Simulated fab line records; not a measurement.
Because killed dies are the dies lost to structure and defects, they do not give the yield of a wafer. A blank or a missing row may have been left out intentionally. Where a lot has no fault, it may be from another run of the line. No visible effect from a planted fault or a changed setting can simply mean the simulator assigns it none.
Chamber matching + flow n5Finfet + N5_BEOL_M2_STRIP_66 on rieDiel-05: 4 sister chambers
The step strips in CF4. 14 wafers are shown with their chamber, then 7 later ones without.

== WAFERS, EACH WITH ITS CHAMBER ==
| wafer  | chamber | drypumpMotorCurrentA (A) | oesProductAu (a.u.) | throttleValvePct (%) |
|--------|---------|--------------------------|---------------------|----------------------|
| L074.1 | 2       | 6.5                      | 0.92                | 13.36                |
| L074.4 | 1       | 5.4                      | 0.69                | 13.67                |
| L074.5 | 0       | 5.4                      | 0.80                | 13.47                |
| L075.3 | 3       | 5.7                      | 0.99                | 13.44                |
| L075.4 | 2       | 6.5                      | 0.91                | 13.37                |
| L075.6 | 1       | 5.4                      | 0.69                | 13.69                |
| L076.2 | 1       | 5.4                      | 0.69                | 13.66                |
| L076.3 | 2       | 6.4                      | 0.90                | 13.38                |
| L076.5 | 3       | 5.7                      | 0.98                | 13.44                |
| L078.1 | 3       | 5.7                      | 0.93                | 13.47                |
| L078.2 | 2       | 6.5                      | 0.88                | 13.41                |
| L078.6 | 3       | 5.7                      | 0.93                | 13.48                |
| L079.1 | 0       | 5.4                      | 0.80                | 13.50                |
| L079.2 | 2       | 6.5                      | 0.89                | 13.41                |

SIGNATURES (averages over the wafers above)
| reading              | chamber 0 | chamber 1 | chamber 2 | chamber 3 | scatter within a chamber |
|----------------------|-----------|-----------|-----------|-----------|--------------------------|
| drypumpMotorCurrentA | 5.400     | 5.400     | 6.480     | 5.700     | 0.0283                   |
| oesProductAu         | 0.8000    | 0.6900    | 0.9000    | 0.9575    | 0.0202                   |
| throttleValvePct     | 13.4850   | 13.6733   | 13.3860   | 13.4575   | 0.0208                   |
Rule: a wafer lies at a distance from a chamber equal to the root of the sum of squares, over the readings, of (its reading less the chamber's mean, divided by the reading's scatter). If the next closest chamber is less than 2 further off than the closest, the wafer can't be placed; otherwise it belongs to the closest. The scatter: take each reading less its chamber's mean, square it, sum over the shown wafers, divide by the number of wafers less the number of chambers, and take the root.

== WAFERS WHOSE CHAMBER IS MISSING ==
| wafer  | drypumpMotorCurrentA (A) | oesProductAu (a.u.) | throttleValvePct (%) |
|--------|--------------------------|---------------------|----------------------|
| L079.5 | 6.5                      | 0.89                | 13.40                |
| L089.3 | 6.5                      | 0.85                | 13.45                |
| L089.4 | 5.7                      | 0.89                | 13.51                |
| L089.5 | 6.4                      | 0.86                | 13.45                |
| L097.1 | 5.4                      | 0.93                | 13.20                |
| L097.2 | 5.4                      | 0.77                | 13.57                |
| L097.4 | 6.5                      | 0.83                | 13.49                |

== CHAMBER TAKEN BY EACH ==
| wafer  | from the rows above     | in truth |
|--------|-------------------------|----------|
| L079.5 | 2                       | 2        |
| L089.3 | 2                       | 2        |
| L089.4 | 3                       | 3        |
| L089.5 | 2                       | 2        |
| L097.1 | can't be placed: 0 or 3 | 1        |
| L097.2 | 0                       | 0        |
| L097.4 | 2                       | 2        |
6 of 7 placed correctly. Can't be placed from these rows: 1 (the true chamber is among the candidates in 0). Number placed wrongly: 0.
